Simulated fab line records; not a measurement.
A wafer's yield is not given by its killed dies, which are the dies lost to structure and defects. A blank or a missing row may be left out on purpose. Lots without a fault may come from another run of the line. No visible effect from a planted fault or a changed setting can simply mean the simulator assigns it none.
Comparing a struck lot with a sound one    flow nand_harc    23 steps out of a route of 1159
Sound: the wafers L148.1, L148.5, L148.6. Struck: wafer L156.1 (left out: L156.2, L156.4 of the same lot, which were not struck); the cause appears at the end.
At each step with rows: each side's tool, then ch and its chambers, then its first start. Under that, the readings that differ: sound wafers    struck wafers    difference of the means    sigmas: that difference in standard deviations of wafers without a fault.
alike: readings whose means differ by less than 2 such deviations, and words and numbers that are the same on both sides. not compared: withheld readings, readings that some wafer has no value for, bounds like >300 that may hide the same value, and numbers for which the record gives no deviation and whose values overlap.
Wherever a step has rows on one side only, a row that says differs or no value, or a row with sigmas, the two part there. Numbers that don't overlap but have no deviation are shown without sigmas and don't part them. A reading missing from all wafers of one side parts the sides only when that side holds two or more wafers.

NHARC_P_M0_INSPECT_27:
  sound on defect_inspect-01 at day 6 19:24; struck on defect_inspect-02 at day 9 05:43
  alike: raw_defect_count
NHARC_P_M0_PRE_CLEAN_31: time 12 s.
  sound on pecvd-04 ch 0,1, day 6 19:31; struck on pecvd-01 ch 2, day 9 05:58
reading             sound        struck  difference  sigmas
heater_power_w (W)  858 865 696  472     -334        -3
  not compared: since_wet_clean_h
NHARC_P_M0_DEP_32: deposits SiCN, target thk 30 nm.
  sound on pecvd-04 ch 0,1, day 6 19:36; struck on pecvd-01 ch 2, day 9 06:03
reading             sound        struck  difference  sigmas
heater_power_w (W)  833 830 570  387     -357        -3
  not compared: since_wet_clean_h
then, 8 steps without rows for these wafers: NHARC_P_M1_DEP_00 (deposits SiOC, target thk 182.5 nm); NHARC_P_M1_DEHYDRATE_01 (time 120 s); NHARC_P_M1_HMDS_02 (time 30 s); NHARC_P_M1_COAT_34 (time 65 s); NHARC_P_M1_COAT_03 (resist thk 90 nm); NHARC_P_M1_SOFTBAKE_04 (time 55 s); NHARC_P_M1_EBR_05; NHARC_P_M1_EXPOSE_06 (exposes mask P M1, target cd 130 nm).
NHARC_P_M1_PEB_07: peb time 65 s.
  sound on litho_track-01 ch 0, day 6 20:44; struck on litho_track-01 ch 0, day 9 07:11
reading                   sound              struck  difference  sigmas
heater_power_total_W (W)  157.0 156.5 156.9  210.2   +53.4       +99 or more
then, 1 step without rows for these wafers: NHARC_P_M1_DEVELOP_08 (develop time 35 s).
NHARC_P_M1_CD_MEAS_09: the cd target is 130 nm.
  sound on cd_sem-02 ch 0, day 6 20:49; struck on cd_sem-03 ch 0, day 9 07:16
reading     sound              struck  difference  sigmas
cd_nm (nm)  128.9 129.3 129.1  109.7   -19.4       -27
NHARC_P_M1_OVL_MEAS_10: pitch 260 nm.
  sound on overlay-01 at day 6 20:55; struck on overlay-02 at day 9 07:22
reading            sound           struck  difference  sigmas
overlay_x_nm (nm)  -1.8 -2.0 -1.6  0.9     +2.7        +3
  alike: overlay_y_nm
NHARC_P_M1_INSPECT_11:
  sound on defect_inspect-01 at day 6 20:57; struck on defect_inspect-02 at day 9 07:23
  alike: raw_defect_count
NHARC_P_M1_DESCUM_14: chemistry O2, time 3 s.
  sound on rie_diel-09 ch 1,2, day 6 21:01; struck on rie_diel-07 ch 2, day 9 07:28
reading                      sound              struck  difference  sigmas
drypump_motor_current_A (A)  6.30 5.81 6.30     5.52    -0.62       -2
model.P_M1.cd_nm (nm)        129.3 129.3 129.5  109.2   -20.2       
  alike: oes_product_au, rf_vpp_V, showerhead_plenum_p_Torr, throttle_valve_pct
  not compared: rf_hours_counter_h
NHARC_P_M1_ETCH_35: etches the open film in N2/H2, target depth 40 nm, overetch 12 nm, time 43.94 s.
  sound on rie_diel-09 ch 1,2,3, day 6 21:07; struck on rie_diel-07 ch 1, day 9 07:32
  alike: drypump_motor_current_A, oes_product_au, rf_vpp_V, showerhead_plenum_p_Torr, throttle_valve_pct
  not compared: rf_hours_counter_h
NHARC_P_M1_ETCH_15: etches the open film in C4F8/Ar, target depth 182.5 nm, time 91.2 s.
  sound on rie_diel-09 ch 1,2; struck on rie_diel-07 ch 1
  alike: oes_product_au, rf_vpp_V
  not compared: rf_hours_counter_h
NHARC_P_M1_CD_MEAS_16:
  sound on cd_sem-02 at day 6 21:19; struck on cd_sem-03 at day 9 07:46
reading     sound              struck  difference  sigmas
cd_nm (nm)  129.0 129.4 129.0  108.9   -20.2       -21
NHARC_P_M1_STRIP_18: strips in N2/H2.
  sound on rie_diel-07 ch 0,3, day 6 21:26; struck on rie_diel-09 ch 1, day 9 07:50
  alike: drypump_motor_current_A, oes_product_au, rf_vpp_V, showerhead_plenum_p_Torr, throttle_valve_pct
  not compared: rf_hours_counter_h
NHARC_P_M1_ETCH_28: etches the open film in CF4/N2, target depth 30 nm, time 72.99 s.
  sound on rie_diel-07 ch 0,1,2; struck on rie_diel-09 ch 0
reading                sound              struck  difference  sigmas
model.P_M1.cd_nm (nm)  128.1 129.5 129.3  108.9   -20.1       
  alike: drypump_motor_current_A, oes_product_au, rf_vpp_V, showerhead_plenum_p_Torr, throttle_valve_pct
  not compared: rf_hours_counter_h
then, 1 step without rows for these wafers: NHARC_P_M1_STRIP_19 (strips in post etch residue remover, time 600 s).

## WHERE THEY PART
Last at NHARC_P_M1_CD_MEAS_16 as far as this record goes, first at NHARC_P_M0_PRE_CLEAN_31. Later steps at which nothing parts them and some readings are alike: NHARC_P_M1_STRIP_18, NHARC_P_M1_ETCH_28.

WHY: whatever the simulator had introduced
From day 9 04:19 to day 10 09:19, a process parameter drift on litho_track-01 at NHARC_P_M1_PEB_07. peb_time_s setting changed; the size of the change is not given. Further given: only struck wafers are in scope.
